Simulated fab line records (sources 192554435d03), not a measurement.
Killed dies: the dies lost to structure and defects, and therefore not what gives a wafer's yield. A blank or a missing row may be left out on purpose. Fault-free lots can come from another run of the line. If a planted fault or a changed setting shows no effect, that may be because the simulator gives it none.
Which tool did it? / flow n5 finfet / 11 lots with 33 wafers sampled at 2 steps, on a route of 1938 steps

WHAT THE GAUGES SHOWED, per wafer
N5_BEOL_M8_OVL_MEAS_29.
lot=L075; measured=day 9 01:30; on=overlay-01; V7_OVL (nm)=-0.5 -0.5 -0.8
lot=L077; measured=day 9 21:19; on=overlay-01; V7_OVL (nm)=0.7 -0.1 0.2
lot=L079; measured=day 10 07:27; on=overlay-01; V7_OVL (nm)=0.1 -0.4 -0.3
lot=L083; measured=day 10 22:13; on=overlay-01; V7_OVL (nm)=1.2 -0.8 0.7
lot=L084; measured=day 11 04:00; on=overlay-02; V7_OVL (nm)=-0.2 -0.2 -0.3
lot=L086; measured=day 12 00:35; on=overlay-01; V7_OVL (nm)=1.1 0.2 1.3
lot=L088; measured=day 12 12:35; on=overlay-02; V7_OVL (nm)=0.4 0.6 -0.4
lot=L091; measured=day 12 20:46; on=overlay-02; V7_OVL (nm)=0.7 0.3 1.6
lot=L093; measured=day 13 11:24; on=overlay-01; V7_OVL (nm)=-0.6 0.2 0.0
lot=L095; measured=day 13 19:26; on=overlay-02; V7_OVL (nm)=-0.7 -0.9 0.0
lot=L097; measured=day 15 00:38; on=overlay-02; V7_OVL (nm)=0.6 0.3 1.1

TOOL THAT RAN EACH LOT (tool first, then ch and the chambers of the sampled wafers, then the start)
lot=L075; N5_BEOL_M8_HM_OPEN_17=rie metal-03 ch 0,1, day 8 23:20
lot=L077; N5_BEOL_M8_HM_OPEN_17=rie metal-03 ch 0,1, day 9 20:36
lot=L079; N5_BEOL_M8_HM_OPEN_17=rie metal-03 ch 0,1, day 10 06:57
lot=L083; N5_BEOL_M8_HM_OPEN_17=rie metal-02 ch 0,1, day 10 21:27
lot=L084; N5_BEOL_M8_HM_OPEN_17=rie metal-03 ch 0,1, day 11 02:26
lot=L086; N5_BEOL_M8_HM_OPEN_17=rie metal-03 ch 0,1, day 11 23:32
lot=L088; N5_BEOL_M8_HM_OPEN_17=rie metal-01 ch 0,1, day 12 11:47
lot=L091; N5_BEOL_M8_HM_OPEN_17=rie metal-03 ch 0,1, day 12 20:14
lot=L093; N5_BEOL_M8_HM_OPEN_17=rie metal-01 ch 0,1, day 13 10:42
lot=L095; N5_BEOL_M8_HM_OPEN_17=rie metal-02 ch 0,1, day 13 18:50
lot=L097; N5_BEOL_M8_HM_OPEN_17=rie metal-01 ch 0,1, day 14 23:41
- N5_BEOL_M8_HM_OPEN_17: chemistry Cl2/BCl3, target TiN, target depth 20 nm, overetch 6 nm.

THE ANSWER, worked out from the rows above alone
Rule: the usual values come from the lots themselves. The widest of any qualifying gaps counts: lots, ordered by their means at a reading, are off when they make up no more than a third of the lots, leave a main group of 4 or more, and stand apart from it by 3 or more times the standard deviation of that group's means. A main group whose means are all the same, to the digits that the tables above print for the reading, isn't used. A lot without any number at a reading at which 4 lots or more have one is off too. All remaining lots with rows at the step are treated as sound.
None of the lots is off at any reading shown; this tells nothing.

WHAT THE SIMULATOR PUT IN
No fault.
